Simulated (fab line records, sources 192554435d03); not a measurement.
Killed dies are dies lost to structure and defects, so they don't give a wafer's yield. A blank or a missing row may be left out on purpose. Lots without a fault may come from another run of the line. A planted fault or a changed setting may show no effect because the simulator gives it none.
A struck lot beside a sound one | flow n5_finfet | 16 steps out of a route of 1938
Sound: wafers L837.3, L837.4, L837.5. Struck: wafers L827.4, L827.5. (L827.6 of the same lot was not struck and is left out.) The cause comes at the end.
At each step with rows: each side's tool, then ch and its chambers, then its first start. Under that, the readings that differ: sound wafers | struck wafers | difference of the means | sigmas: that difference in standard deviations of wafers without a fault.
alike: readings whose means differ by less than 2 such deviations, and words and numbers that are the same on both sides. not compared: withheld readings, readings that some wafer has no value for, bounds like >300 that may hide the same value, and numbers for which the record gives no deviation and whose values overlap.
The two part at a step that has a row with sigmas, a row that says differs or no value, or rows on one side only. Numbers that don't overlap but have no deviation are shown without sigmas and don't part them. A reading that every wafer of one side lacks parts them only if that side has two wafers or more.

first, 4 steps without rows for these wafers: N5_BEOL_M9_HM_STRIP_39 (strips TiN in peroxide tin strip, target depth 25 nm, time 158 s); N5_BEOL_M9_SRD_40 (time 30 s); N5_BEOL_M9_PRECLEAN_42 (cleans in residue remover, time 60 s); N5_BEOL_M9_SRD_43 (time 30 s).
N5_BEOL_M9_CD_MEAS_35: target cd 70 nm, target cd y 40 nm.
  sound on cd_sem-03, day 14 16:24; struck on cd_sem-03, day 12 08:44
  alike: cd_nm
then, 1 step without rows for these wafers: N5_BEOL_M9_CURE_72 (cures SiCOH lowk, time 120 s).
N5_BEOL_M9_DEGAS_44: time 60 s.
  sound on pvd_sputter-01, day 14 16:55; struck on pvd_sputter-03, day 12 09:08
  alike: heater_power_w
N5_BEOL_M9_PRE_CLEAN_45: time 30 s.
  sound on pvd_sputter-01, day 14 16:57; struck on pvd_sputter-03, day 12 09:10
  alike: heater_power_w
N5_BEOL_M9_ALD_74: deposits TaN, target thk 2 nm, pulse time 2 s, purge time 3 s.
  sound on ald_metal-02 ch 0,1,3, day 14 17:01; struck on ald_metal-02 ch 0,2, day 12 09:31
  alike: heater_power_w
  not compared: since_wet_clean_h
then, 2 steps without rows for these wafers: N5_BEOL_M9_SURFACE_TREAT_79; N5_BEOL_M9_CVD_78 (deposits Co from CCTBA/H2, target thk 2 nm, time 138.9 s).
N5_BEOL_M9_SPUTTER_48: material Cu, target thk 12 nm, time 2 s.
  sound on pvd_sputter-03, day 14 17:31; struck on pvd_sputter-03, day 12 10:16
  alike: throttle_valve_pct
N5_BEOL_M9_ECD_50: material Cu, target thk 318 nm.
  sound on ecd_cu-02 ch 0,1, day 14 17:40; struck on ecd_cu-01 ch 0, day 12 10:25
  reading                                | sound           | struck      | difference | sigmas
  model.Cu_of_BEOL_M9_ECD_50.thk_nm (nm) | 320.8 319 315.6 | 214.2 212.6 | -105.1     |
N5_BEOL_M9_ANNEAL_51: time 90 s.
  sound on rtp_anneal-01 ch 0, day 14 17:50; struck on rtp_anneal-02 ch 0, day 12 10:37
  alike: anneal_temp_c, wafer_temp_C_max
N5_BEOL_M9_CMP_52: polishes, stops on SiCOH lowk, t overpolish 7 s, target thk 140 nm.
  sound on cmp-02 ch 2,3, day 14 18:04; struck on cmp-03 ch 2, day 12 10:47
  reading                | sound    | struck | difference | sigmas
  time_to_endpoint_s (s) | 67 62 63 | 45 44  | -20        | -6
  alike: clearing_platen_down_force_psi, motor_current_A
N5_BEOL_M9_THK_MEAS_53: measures by xrf.
  sound on film_metro-02, day 14 18:21; struck on film_metro-01, day 12 11:05
  alike: M9_THK

WHERE THEY PART
Only at N5_BEOL_M9_CMP_52, within this record. Later steps at which nothing parts them and some readings are alike: N5_BEOL_M9_THK_MEAS_53.

WHY: what the simulator had put in
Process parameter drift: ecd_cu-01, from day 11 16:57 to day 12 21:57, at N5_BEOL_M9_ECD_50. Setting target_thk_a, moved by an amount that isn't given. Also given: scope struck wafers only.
